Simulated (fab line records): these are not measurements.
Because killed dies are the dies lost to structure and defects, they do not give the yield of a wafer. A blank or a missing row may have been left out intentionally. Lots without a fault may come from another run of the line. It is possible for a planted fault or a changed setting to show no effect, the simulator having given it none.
A struck lot beside a sound one :: flow n5-finfet :: 16 out of 1938 route steps
Sound: wafers L290.2, L290.3, L290.4. Struck: wafer L297.6. (L297.5 of the same lot was not struck and is left out.) The cause comes at the end.
Order at every step that has rows: each side's tool, ch and its chambers, its first start. Under that, the readings that differ: sound wafers :: struck wafers :: difference of the means :: sigmas: that difference in standard deviations of wafers without a fault.
alike: a reading whose means differ by less than 2 such deviations, as well as words and numbers matching on both sides. not compared: withheld readings; readings where some wafer has no value; bounds like >300 that might hide an equal value; numbers whose values overlap and for which the record gives no deviation.
Wherever a step has rows on one side only, a row that says differs or no value, or a row with sigmas, the two part there. When numbers do not overlap yet have no deviation, they are printed without sigmas and do not part them. A reading missing from all wafers of one side parts the sides only when that side holds two or more wafers.

first, 4 steps without rows for these wafers: N5_BEOL_M3_SOFTBAKE_23 (time 60 s); N5_BEOL_M3_EXPOSE_25 (exposes mask V2, defocus 5 nm); N5_BEOL_M3_PEB_26 (peb time 60 s); N5_BEOL_M3_DEVELOP_27 (develop time 30 s).
N5_BEOL_M3_CD_MEAS_28: target cd 25.7 nm, target cd y 23.3 nm.
  sound on cd-sem-01 ch 0, day 8 16:10; struck on cd-sem-01 ch 0, day 10 10:55
  alike: cd-nm
N5_BEOL_M3_OVL_MEAS_29:
  sound on overlay-02 ch 0, day 8 16:13; struck on overlay-01 ch 0, day 10 10:58
  alike: V2_OVL
N5_BEOL_M3_INSPECT_30: inspects for defects (brightfield).
  sound on defect-inspect-02, day 8 16:16; struck on defect-inspect-01, day 10 11:00
  alike: raw-defect-count
N5_BEOL_M3_DESCUM_33: chemistry O2, time 7 s.
  sound on rie-diel-03 ch 0,1,3, day 8 16:17; struck on rie-diel-01 ch 3, day 10 11:05
  alike: drypump-motor-current-A, oes-product-au, rf-fwd-power-W, rf-vpp-V, showerhead-plenum-p-Torr, throttle-valve-pct
  not compared: rf-hours-counter-h
N5_BEOL_M3_ETCH_77: etches underlayer in N2/H2, target depth 6.5 nm, time 5.2 s.
  sound on rie-diel-03 ch 0,1,3, day 8 16:20; struck on rie-diel-01 ch 3, day 10 11:07
  alike: drypump-motor-current-A, etch-rf-on-time-s, oes-product-au, rf-fwd-power-W, rf-vpp-V, showerhead-plenum-p-Torr, throttle-valve-pct
  not compared: rf-hours-counter-h
N5_BEOL_M3_ETCH_69: etches SiARC in CF4, target depth 15.6 nm, time 26 s.
  sound on rie-diel-03 ch 0,1,3, day 8 16:20; struck on rie-diel-01 ch 3, day 10 11:10
reading: etch-rf-on-time-s (s)
sound: 27.4 26.2 24.6
struck: 28.6
difference: +2.5
sigmas: +2
  alike: drypump-motor-current-A, oes-product-au, rf-fwd-power-W, rf-vpp-V, showerhead-plenum-p-Torr, throttle-valve-pct
  not compared: rf-hours-counter-h
N5_BEOL_M3_ALD_98: deposits SiO2, target thk 2.5 nm, pulse time 1 s, co reactant pulse time 1 s.
  sound on ald-sin-04 ch 0,1,3, day 8 16:26; struck on ald-sin-01 ch 1, day 10 11:16
  alike: heater-power-w, precursor-pulse-height-rel
N5_BEOL_M3_ETCHBACK_99: etches SiO2 in CHF3, target depth 5 nm, time 10.4 s.
  sound on rie-diel-01 ch 0,2,3, day 8 17:39; struck on rie-diel-01 ch 2, day 10 16:28
  alike: drypump-motor-current-A, oes-product-au, rf-fwd-power-W, rf-vpp-V, showerhead-plenum-p-Torr, throttle-valve-pct
  not compared: rf-hours-counter-h
N5_BEOL_M3_ETCH_70: etches SOC in N2/H2, target depth 80 nm, overetch 16 nm, time 120 s.
  sound on rie-diel-01 ch 0,2,3, day 8 17:41; struck on rie-diel-01 ch 2, day 10 16:31
reading: run-length-s (s)
sound: 143.8 143.2 143.0
struck: 136.1
difference: -7.2
sigmas: -20
  alike: drypump-motor-current-A, oes-product-au, rf-vpp-V, showerhead-plenum-p-Torr, throttle-valve-pct
  not compared: rf-fwd-power-W, rf-hours-counter-h
then, 1 step without rows for these wafers: N5_BEOL_M3_STRIP_71 (strips in N2/H2).
N5_BEOL_M4_RC_MEAS_101:
  sound on prober-02 ch 0, day 9 10:51; struck on prober-02 ch 0, day 11 07:49
reading: VT_P (mV)
sound: -245 -246 -245
struck: -252
difference: -7
sigmas: -2
  alike: DIBL_N, DIBL_P, IOFF_N, IOFF_P, ION_N, ION_P, SS_N, SS_P, VT_N
-- a jump in the record: the struck wafers' starts before and after are 4 days apart (it breaks off in module BEOL_M4 and resumes in module PASSIVATION, where the first step shown is number 1936 of the route) --
N5_PASSIVATION_PROBE_49:
  sound on prober-02, day 13 12:36; struck on prober-02, day 15 12:10
  alike: defect-limited-yield, killed_at_M0_to_M3, killed_at_M4_up, killed-at-contacts, killed-at-front-end, killed-at-other, killed-dies, killed-open, killed-short, sort_bin_4_leakage, sort_bin_5_function, sort_bin_6_memory, sort-n-pass, sort-yield-pct

== WHERE THEY PART ==
First at N5_BEOL_M3_ETCH_69; last, within this record, at N5_BEOL_M4_RC_MEAS_101. Later steps at which nothing parts them and some readings are alike: N5_PASSIVATION_PROBE_49.

WHY: whatever the simulator had introduced
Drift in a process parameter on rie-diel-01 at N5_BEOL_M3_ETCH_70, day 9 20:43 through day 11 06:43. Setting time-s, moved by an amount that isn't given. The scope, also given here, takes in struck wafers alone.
